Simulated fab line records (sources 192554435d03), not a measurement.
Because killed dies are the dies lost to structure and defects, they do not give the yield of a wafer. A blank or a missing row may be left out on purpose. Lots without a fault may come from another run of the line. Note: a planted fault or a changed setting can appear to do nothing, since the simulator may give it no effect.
Which tool did it?    flow n5_finfet    Sampling: 12 lots, 33 wafers, 4 of 1938 route steps

## WHAT THE GAUGES READ, wafer by wafer
N5_BEOL_M6_CD_MEAS_35: target cd 40 nm, target cd y 28 nm. Usual: 39.6 nm for cd_nm, sd 0.57.
lot   measured      on         cd_nm (nm)      flag
L375  day 10 06:25  cd_sem-03  40.0 39.0 39.4  
L376  day 10 06:21  cd_sem-03  40.1 38.8 39.2  
L379  day 10 10:23  cd_sem-03  38.3 40.2 39.8  
L380  day 11 02:45  cd_sem-02  40.0 40.1 39.7  
L383  day 11 20:23  cd_sem-02  39.8 40.7 39.4  
L386  day 12 09:35  cd_sem-03  39.8 40.4 39.2  
L387  day 12 14:07  cd_sem-01  39.6 40.2 39.7  
L385  day 12 14:26  cd_sem-03  39.8 39.7 39.5  
L388  day 13 04:23  cd_sem-02  38.5 38.6       
L389  day 13 11:28  cd_sem-03  39.3 39.4       
L390  day 13 22:22  cd_sem-02  39.9 39.7       
L396  day 15 19:10  cd_sem-01  39.8 39.7 39.2  

N5_BEOL_M6_INSPECT_58: inspects for defects (darkfield). Usual: 71 for raw_defect_count, sd 27.
lot   measured      on                 raw_defect_count  flag
L375  day 10 09:08  defect_inspect-01  100 85 82         
L376  day 10 09:05  defect_inspect-01  51 68 60          
L379  day 10 13:07  defect_inspect-02  37 56 55          
L380  day 11 07:10  defect_inspect-02  84 92 71          
L383  day 12 00:50  defect_inspect-01  91 50 69          
L386  day 12 12:17  defect_inspect-02  63 51 49          
L387  day 12 17:29  defect_inspect-02  80 63 54          
L385  day 12 17:46  defect_inspect-02  51 73 64          
L388  day 13 07:01  defect_inspect-01  61 87             
L389  day 13 16:43  defect_inspect-01  40 41             
L390  day 14 03:46  defect_inspect-01  75 67             
L396  day 15 21:05  defect_inspect-01  164 110 102       

## TOOL THAT RAN EACH LOT (tool first, then ch and the chambers of the sampled wafers, then the start)
lot   N5_BEOL_M6_STRIP_80                            N5_BEOL_M6_CMP_52
L375  rie_diel-05 ch 0,1,2, day 10 06:25 or earlier  cmp-02 ch 0,1,2, day 10 08:48
L376  rie_diel-04 ch 0,3, day 10 06:21 or earlier    cmp-03 ch 0,2,3, day 10 08:38
L379  rie_diel-02 ch 1,2, day 10 10:23 or earlier    cmp-02 ch 0,1,3, day 10 12:37
L380  rie_diel-02 ch 1,2, day 11 02:45 or earlier    cmp-04 ch 0,2, day 11 06:43
L383  rie_diel-04 ch 0,1,2, day 11 20:23 or earlier  cmp-03 ch 0,2,3, day 12 00:27
L386  rie_diel-05 ch 0,3, day 12 09:35 or earlier    cmp-02 ch 0,2,3, day 12 11:57
L387  rie_diel-05 ch 2,3, day 12 14:07 or earlier    cmp-04 ch 0,1,3, day 12 17:09
L385  rie_diel-02 ch 0,2, day 12 14:26 or earlier    cmp-03 ch 0,2,3, day 12 17:22
L388  rie_diel-05 ch 0,1, day 13 04:23 or earlier    cmp-04 ch 1,2, day 13 06:34
L389  rie_diel-02 ch 0,1, day 13 11:28 or earlier    cmp-04 ch 0,2, day 13 16:15
L390  rie_diel-04 ch 2,3, day 13 22:22 or earlier    cmp-04 ch 1,3, day 14 03:23
L396  rie_diel-04 ch 0,2,3, day 15 19:10 or earlier  cmp-02 ch 0,3, day 15 20:40
- N5_BEOL_M6_STRIP_80: strips in N2/H2, time 10 s.
- N5_BEOL_M6_CMP_52: polishes, stops on SiCOH lowk, t overpolish 6.9 s, target thk 80 nm.

## WHAT THE TOOLS THEMSELVES READ (means of the sampled wafers that have a number; where no wafer has one, the mark that the record gives instead)
N5_BEOL_M6_STRIP_80. Usual: drypump_motor_current_A 5.8 A, standard deviation 0.43; oes_product_au 0.77 a.u., standard deviation 0.1; rf_vpp_V 59.3 V, standard deviation 0.84; showerhead_plenum_p_Torr 2.57 Torr, standard deviation 0.095; throttle_valve_pct 23.69 %, standard deviation 0.27.
lot   tool         drypump_motor_current_A (A)  oes_product_au (a.u.)  rf_vpp_V (V)  showerhead_plenum_p_Torr (Torr)  throttle_valve_pct (%)  flag
L375  rie_diel-05  5.9                          0.68                   59.4          2.51                             23.92                   
L376  rie_diel-04  5.7                          0.72                   59.2          2.56                             23.68                   
L379  rie_diel-02  6.2                          0.77                   59.7          2.67                             23.72                   
L380  rie_diel-02  6.2                          0.77                   59.6          2.66                             23.72                   
L383  rie_diel-04  5.6                          0.73                   58.5          2.49                             23.62                   
L386  rie_diel-05  5.9                          0.70                   60.0          2.51                             23.77                   
L387  rie_diel-05  5.9                          0.70                   59.0          2.55                             23.66                   
L385  rie_diel-02  6.0                          0.88                   59.3          2.69                             23.44                   
L388  rie_diel-05  6.0                          0.80                   59.0          2.60                             23.89                   
L389  rie_diel-02  5.8                          0.80                   58.5          2.66                             23.63                   
L390  rie_diel-04  5.9                          0.83                   59.2          2.52                             23.94                   
L396  rie_diel-04  5.8                          0.79                   59.1          2.48                             23.68                   

N5_BEOL_M6_CMP_52. Usual: barrier_field_endpoint_s 28.8 s, standard deviation 0.61; edge_zone_pressure_frac 1.000, standard deviation 0.0052; motor_current_A 6.2 A, standard deviation 0.61; overpolish_run_s 6.900 s, standard deviation 0.0091; platen_rpm 50.00 rpm, standard deviation 0.035; slurry_filter_dp_kPa 13.50 kPa, standard deviation 0.14; time_to_endpoint_s 61.6 s, standard deviation 2.6.
lot   tool    barrier_field_endpoint_s (s)  edge_zone_pressure_frac  motor_current_A (A)  overpolish_run_s (s)  platen_rpm (rpm)  slurry_filter_dp_kPa (kPa)  time_to_endpoint_s (s)  flag
L375  cmp-02  29.0                          0.998                    6.3                  6.894                 49.97             13.46                       61.6                    
L376  cmp-03  28.8                          0.998                    6.2                  6.899                 50.00             13.58                       64.4                    
L379  cmp-02  28.4                          0.997                    6.7                  6.908                 49.97             13.42                       59.9                    
L380  cmp-04  29.3                          1.007                    5.3                  6.897                 50.04             13.39                       62.0                    
L383  cmp-03  28.7                          1.002                    6.4                  6.903                 50.02             13.35                       62.3                    
L386  cmp-02  28.7                          1.001                    6.7                  6.906                 50.00             13.41                       60.9                    
L387  cmp-04  29.3                          1.004                    6.1                  6.908                 49.97             13.54                       63.1                    
L385  cmp-03  29.2                          1.001                    6.5                  6.900                 49.98             13.48                       62.2                    
L388  cmp-04  15.8                          0.997                    6.2                  6.905                 49.99             13.44                       34.3                    OFF
L389  cmp-04  22.2                          1.002                    5.5                  6.895                 50.01             13.41                       48.3                    OFF
L390  cmp-04  22.5                          1.006                    6.2                  6.897                 49.98             13.56                       46.0                    OFF
L396  cmp-02  29.1                          0.998                    7.0                  6.894                 50.02             13.56                       59.6                    

## THE ANSWER, worked out from the rows above alone
Rule: a lot is off if the mean of its wafers that have a number lies more than 3 standard deviations from the usual mean. Also off: a lot with no number at a reading for which 4 or more lots have one. Any other lot the step has rows for is counted as sound. First the gauges in route order, then the tools' own readings, where a lot's mean is used as printed above. The first step at which some lot is off is used, and at that step the reading that is off furthest; a lot without a number counts as furthest.
Off at N5_BEOL_M6_CMP_52 (barrier_field_endpoint_s): L388, L389, L390.
If a tool, at that step or one of the process steps before it, ran each lot that is off and ran no sound lot following the first of them, it fits. With no start given for some of its lots, N5_BEOL_M6_STRIP_80 uses the hours and lot order of N5_BEOL_M6_CD_MEAS_35. One fits: cmp-04 at N5_BEOL_M6_CMP_52. Its last sound lot is L387 (day 12 17:09), its first lot that is off L388 (day 13 06:34): a fault that began between those two fits.
The tool's own readings at N5_BEOL_M6_CMP_52 bear it out: on the lots that are off they differ by more than 5 times the standard deviation of the sound lots' means. barrier_field_endpoint_s reads 20.2 s there against 28.9 s on the sound lots; time_to_endpoint_s reads 42.9 s there against 61.8 s on the sound lots.

## WHAT THE SIMULATOR HAD PUT IN
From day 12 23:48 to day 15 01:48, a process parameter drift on cmp-04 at N5_BEOL_M6_CMP_52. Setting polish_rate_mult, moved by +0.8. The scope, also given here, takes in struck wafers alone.
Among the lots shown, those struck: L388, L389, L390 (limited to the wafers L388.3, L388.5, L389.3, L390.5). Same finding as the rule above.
